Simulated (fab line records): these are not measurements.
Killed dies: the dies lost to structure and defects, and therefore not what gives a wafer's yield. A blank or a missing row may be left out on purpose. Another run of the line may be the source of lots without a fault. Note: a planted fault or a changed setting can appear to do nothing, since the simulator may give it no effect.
Matching of chambers || flow n5 finfet || 4 sister chambers for N5_SD_EPI_P_SD_RECESS_17 on rie si-05
The step chemistry HBr/Cl2/O2, target depth 39.1 nm, bt time 3 s. 22 wafers are shown with their chamber, then 11 later ones without.

WAFERS PAIRED WITH THEIR CHAMBERS
{"wafer": "L077.2", "chamber": 0, "throttle valve pct (%)": 37.17, "oes product au (a.u.)": 1.012, "bias w (W)": 112.1}
{"wafer": "L077.5", "chamber": 0, "throttle valve pct (%)": 37.17, "oes product au (a.u.)": 1.012, "bias w (W)": 111.9}
{"wafer": "L077.6", "chamber": 1, "throttle valve pct (%)": 36.94, "oes product au (a.u.)": 1.013, "bias w (W)": 111.7}
{"wafer": "L078.1", "chamber": 2, "throttle valve pct (%)": 37.10, "oes product au (a.u.)": 0.986, "bias w (W)": 112.1}
{"wafer": "L078.3", "chamber": 3, "throttle valve pct (%)": 37.10, "oes product au (a.u.)": 0.988, "bias w (W)": 112.1}
{"wafer": "L078.6", "chamber": 0, "throttle valve pct (%)": 37.17, "oes product au (a.u.)": 1.010, "bias w (W)": 111.3}
{"wafer": "L079.1", "chamber": 0, "throttle valve pct (%)": 37.15, "oes product au (a.u.)": 1.005, "bias w (W)": 112.4}
{"wafer": "L079.3", "chamber": 2, "throttle valve pct (%)": 37.12, "oes product au (a.u.)": 0.986, "bias w (W)": 111.8}
{"wafer": "L079.5", "chamber": 2, "throttle valve pct (%)": 37.10, "oes product au (a.u.)": 0.980, "bias w (W)": 111.2}
{"wafer": "L080.1", "chamber": 1, "throttle valve pct (%)": 36.93, "oes product au (a.u.)": 1.004, "bias w (W)": 112.5}
{"wafer": "L080.2", "chamber": 3, "throttle valve pct (%)": 37.09, "oes product au (a.u.)": 0.996, "bias w (W)": 112.2}
{"wafer": "L080.4", "chamber": 0, "throttle valve pct (%)": 37.19, "oes product au (a.u.)": 1.009, "bias w (W)": 111.9}
{"wafer": "L081.2", "chamber": 3, "throttle valve pct (%)": 37.09, "oes product au (a.u.)": 0.987, "bias w (W)": 111.5}
{"wafer": "L081.5", "chamber": 3, "throttle valve pct (%)": 37.11, "oes product au (a.u.)": 0.995, "bias w (W)": 111.8}
{"wafer": "L081.6", "chamber": 2, "throttle valve pct (%)": 37.12, "oes product au (a.u.)": 0.986, "bias w (W)": 111.4}
{"wafer": "L082.1", "chamber": 0, "throttle valve pct (%)": 37.16, "oes product au (a.u.)": 1.007, "bias w (W)": 112.4}
{"wafer": "L082.2", "chamber": 2, "throttle valve pct (%)": 37.10, "oes product au (a.u.)": 0.976, "bias w (W)": 112.0}
{"wafer": "L082.3", "chamber": 1, "throttle valve pct (%)": 36.93, "oes product au (a.u.)": 1.012, "bias w (W)": 112.0}
{"wafer": "L087.3", "chamber": 1, "throttle valve pct (%)": 36.95, "oes product au (a.u.)": 1.006, "bias w (W)": 112.0}
{"wafer": "L087.4", "chamber": 0, "throttle valve pct (%)": 37.15, "oes product au (a.u.)": 1.016, "bias w (W)": 112.2}
{"wafer": "L087.5", "chamber": 0, "throttle valve pct (%)": 37.15, "oes product au (a.u.)": 1.012, "bias w (W)": 112.1}
{"wafer": "L089.1", "chamber": 2, "throttle valve pct (%)": 37.11, "oes product au (a.u.)": 0.989, "bias w (W)": 112.2}

SIGNATURES (means of the wafers above)
{"reading": "throttle valve pct", "chamber 0": 37.1638, "chamber 1": 36.9375, "chamber 2": 37.1083, "chamber 3": 37.0975, "scatter within a chamber": 0.0116}
{"reading": "oes product au", "chamber 0": 1.01038, "chamber 1": 1.00875, "chamber 2": 0.98383, "chamber 3": 0.99150, "scatter within a chamber": 0.00423}
{"reading": "bias w", "chamber 0": 112.037, "chamber 1": 112.050, "chamber 2": 111.783, "chamber 3": 111.900, "scatter within a chamber": 0.359}
Rule: a wafer lies at a distance from a chamber equal to the root of the sum of squares, over the readings, of (its reading less the chamber's mean, divided by the reading's scatter). If the next closest chamber is less than 2 further off than the closest, the wafer can't be placed; otherwise it belongs to the closest. The scatter is the square root of a quotient: the sum, over the shown wafers, of each reading's squared deviation from its chamber's mean, divided by wafers minus chambers.

WAFERS WITH NO CHAMBER GIVEN
{"wafer": "L089.5", "throttle valve pct (%)": 36.96, "oes product au (a.u.)": 1.003, "bias w (W)": 112.4}
{"wafer": "L089.6", "throttle valve pct (%)": 37.18, "oes product au (a.u.)": 1.007, "bias w (W)": 111.6}
{"wafer": "L093.2", "throttle valve pct (%)": 36.94, "oes product au (a.u.)": 0.998, "bias w (W)": 112.5}
{"wafer": "L093.4", "throttle valve pct (%)": 37.11, "oes product au (a.u.)": 0.992, "bias w (W)": 112.6}
{"wafer": "L093.5", "throttle valve pct (%)": 37.10, "oes product au (a.u.)": 0.990, "bias w (W)": 112.1}
{"wafer": "L094.1", "throttle valve pct (%)": 36.94, "oes product au (a.u.)": 1.005, "bias w (W)": 113.0}
{"wafer": "L094.2", "throttle valve pct (%)": 37.17, "oes product au (a.u.)": 1.005, "bias w (W)": 112.0}
{"wafer": "L094.3", "throttle valve pct (%)": 37.13, "oes product au (a.u.)": 0.984, "bias w (W)": 111.9}
{"wafer": "L097.1", "throttle valve pct (%)": 36.96, "oes product au (a.u.)": 1.004, "bias w (W)": 112.4}
{"wafer": "L097.3", "throttle valve pct (%)": 37.10, "oes product au (a.u.)": 0.993, "bias w (W)": 111.9}
{"wafer": "L097.5", "throttle valve pct (%)": 36.94, "oes product au (a.u.)": 1.007, "bias w (W)": 112.3}

WHICH CHAMBER EACH ONE RAN IN
{"wafer": "L089.5", "from the rows above": 1, "in truth": 1}
{"wafer": "L089.6", "from the rows above": 0, "in truth": 0}
{"wafer": "L093.2", "from the rows above": 1, "in truth": 1}
{"wafer": "L093.4", "from the rows above": "can't be placed: 3 or 2", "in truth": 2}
{"wafer": "L093.5", "from the rows above": "can't be placed: 3 or 2", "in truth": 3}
{"wafer": "L094.1", "from the rows above": 1, "in truth": 1}
{"wafer": "L094.2", "from the rows above": 0, "in truth": 0}
{"wafer": "L094.3", "from the rows above": "can't be placed: 2 or 3", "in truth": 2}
{"wafer": "L097.1", "from the rows above": 1, "in truth": 1}
{"wafer": "L097.3", "from the rows above": "can't be placed: 3 or 2", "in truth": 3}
{"wafer": "L097.5", "from the rows above": 1, "in truth": 1}
Placed correctly: 7 of 11. Cannot be placed on the basis of these rows: 4; the candidates contain the true chamber in 4. 0 placed wrongly.
